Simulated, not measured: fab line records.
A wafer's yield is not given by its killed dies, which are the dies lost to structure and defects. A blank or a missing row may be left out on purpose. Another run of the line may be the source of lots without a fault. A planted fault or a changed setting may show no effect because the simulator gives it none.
Struck lot and sound lot, side by side || flow n5_finfet || 40 steps out of a route of 1938
Sound: wafers L341.2, L341.3, L341.6. Struck: wafer L329.5 (L329.4, L329.6, from the same lot, were not struck and are left out); the cause is given at the end.
Each step with rows lists, per side, the tool, then ch with its chambers, then its first start. Under that, the readings that differ: sound wafers || struck wafers || difference of the means || sigmas: that difference in standard deviations of wafers without a fault.
alike: readings whose means differ by less than 2 such deviations, and words and numbers that are the same on both sides. not compared: withheld readings, readings that some wafer has no value for, bounds like >300 that may hide the same value, and numbers for which the record gives no deviation and whose values overlap.
A row with sigmas, a row that says differs or no value, or rows on one side alone: a step with any of these is where the two part. Numbers that don't overlap but have no deviation are shown without sigmas and don't part them. Lack of a reading on every wafer of one side parts them only where that side has two or more wafers.

first, 8 steps without rows for these wafers: N5_BEOL_M0_ANNEAL_119 (time 90 s); N5_BEOL_M0_CMP_120 (polishes, stops on SiOC, t overpolish 6.9 s); N5_BEOL_M0_PRE_CLEAN_131 (time 15 s); N5_BEOL_M0_CO_CAP_123 (material Co, precursor CCTBA/H2, target thk 2 nm, time 102.1 s); N5_BEOL_M0_PRE_CLEAN_124 (time 15 s); N5_BEOL_M0_DEP_125 (deposits SiCN from 3MS/NH3, target thk 8 nm, time 14 s); N5_BEOL_M1_ILD_DEP_00 (deposits SiOC from DEMS/O2, target thk 79 nm, time 15.3 s); N5_BEOL_M1_PECVD_72 (deposits SiO2 from TEOS/O2, target thk 16 nm, time 18 s).
N5_BEOL_M1_HM_DEP_02: deposits TiN, target thk 20 nm.
  sound: pvd_sputter-02 at day 11 18:09; struck: pvd_sputter-01 at day 8 13:19
{"reading": "throttle_valve_pct (%)", "sound": "30.2 29.7 29.9", "struck": 27.5, "difference": -2.4, "sigmas": -2}
{"reading": "model.TiN_of_BEOL_M1_HM_DEP_02.thk_nm (nm)", "sound": "20 20 20.2", "struck": 30.2, "difference": "+10.1", "sigmas": ""}
  alike: susceptor_temp_C
then, 16 steps without rows for these wafers: N5_BEOL_M1_COAT_61 (time 60 s, resist thk 60 nm); N5_BEOL_M1_COAT_62 (time 60 s, resist thk 12 nm); N5_BEOL_M1_COAT_73 (time 60 s, resist thk 5 nm); N5_BEOL_M1_COAT_05 (resist thk 30 nm); N5_BEOL_M1_EBR_07; N5_BEOL_M1_SOFTBAKE_06 (time 60 s); N5_BEOL_M1_EXPOSE_08 (exposes mask M1); N5_BEOL_M1_PEB_09 (peb time 60 s); N5_BEOL_M1_DEVELOP_10 (develop time 30 s); N5_BEOL_M1_DESCUM_16 (chemistry O2, time 7 s); N5_BEOL_M1_ETCH_74 (etches underlayer in N2/H2, target depth 6.5 nm, time 5.2 s); N5_BEOL_M1_ETCH_63 (etches SiARC in CF4, target depth 15.6 nm, time 26 s); N5_BEOL_M1_ETCH_64 (etches SOC in N2/H2, target depth 75 nm, overetch 15 nm, time 112.5 s); N5_BEOL_M1_STRIP_65 (strips in N2/H2); N5_BEOL_M1_STRIP_75 (strips in N2/H2); N5_BEOL_M1_STRIP_66 (strips in CF4).
N5_BEOL_M1_HM_OPEN_17: chemistry Cl2/BCl3, target TiN, target depth 20 nm, overetch 6 nm.
  sound on rie_metal-02 ch 0,1, day 11 19:04; struck on rie_metal-03 ch 1, day 8 14:14
{"reading": "model.etch.depth_nm (nm)", "sound": "20.08 20.07 20.11", "struck": 27.02, "difference": "+6.93", "sigmas": ""}
  alike: drypump_motor_current_A, oes_ar_750_au, oes_product_au, throttle_valve_pct
  not compared: rf_hours_counter_h
then, 8 steps without rows for these wafers: N5_BEOL_M1_STRIP_19 (strips in O2); N5_BEOL_M1_COAT_67 (time 60 s, resist thk 60 nm); N5_BEOL_M1_COAT_68 (time 60 s, resist thk 12 nm); N5_BEOL_M1_COAT_76 (time 60 s, resist thk 5 nm); N5_BEOL_M1_COAT_22 (resist thk 30 nm); N5_BEOL_M1_EBR_24; N5_BEOL_M1_SOFTBAKE_23 (time 60 s); N5_BEOL_M1_EXPOSE_25 (exposes mask V0, defocus 5 nm, target cd 24 nm).
N5_BEOL_M1_ETCHBACK_99: etches SiO2 in CHF3, target depth 5 nm, time 10.4 s.
  sound on rie_diel-01 ch 1,2, day 11 23:39; struck on rie_diel-01 ch 1, day 9 04:18
{"reading": "oes_product_au (a.u.)", "sound": "0.73 0.75 0.73", "struck": 0.40, "difference": -0.34, "sigmas": -4}
  alike: drypump_motor_current_A, oes_ar_750_au, rf_vpp_V, showerhead_plenum_p_Torr, throttle_valve_pct
  not compared: rf_hours_counter_h
N5_BEOL_M1_TRENCH_ETCH_37: etches SiOC in C4F6/O2, target depth 55.207 nm, time 29 s.
  sound: rie_diel-01 ch 1,2; struck: rie_diel-01 ch 1
{"reading": "model.TiN_of_BEOL_M1_HM_DEP_02.thk_nm (nm)", "sound": "17.8 17.8 17.8", "struck": 28, "difference": "+10", "sigmas": ""}
  alike: drypump_motor_current_A, oes_ar_750_au, oes_product_au, rf_vpp_V, showerhead_plenum_p_Torr, throttle_valve_pct
  not compared: rf_hours_counter_h
N5_BEOL_M1_OCD_MEAS_38:
  sound: ocd-02 at day 12 00:02; struck: ocd-02 at day 9 04:42
{"reading": "trench_depth_nm (nm)", "sound": "54.2 54.6 54.4", "struck": 13.9, "difference": -40.5, "sigmas": -37}
N5_BEOL_M1_THK_MEAS_53: measures by xrf.
  sound: film_metro-02 at day 12 05:59; struck: film_metro-02 at day 9 09:31
  not compared: M1_THK
N5_BEOL_M4_RC_MEAS_101:
  the record has rows for the sound wafers here (prober-02 ch 0, day 13 19:24) and none for the struck ones
-- record jumps: 6 days separate the struck wafers' starts on either side; left off in module BEOL_M4, taken up again in module PASSIVATION, whose first shown step is the route's number 1936 --
N5_PASSIVATION_PROBE_49:
  only the struck wafers here have rows in the record (prober-02, day 15 12:00); the sound ones have none

## WHERE THEY PART
Earliest at N5_BEOL_M1_HM_DEP_02; latest, in this record, at N5_PASSIVATION_PROBE_49.

WHY: what the simulator had put in
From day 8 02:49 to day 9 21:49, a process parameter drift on pvd_sputter-01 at N5_BEOL_M1_HM_DEP_02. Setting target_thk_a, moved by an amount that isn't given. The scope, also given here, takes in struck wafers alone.
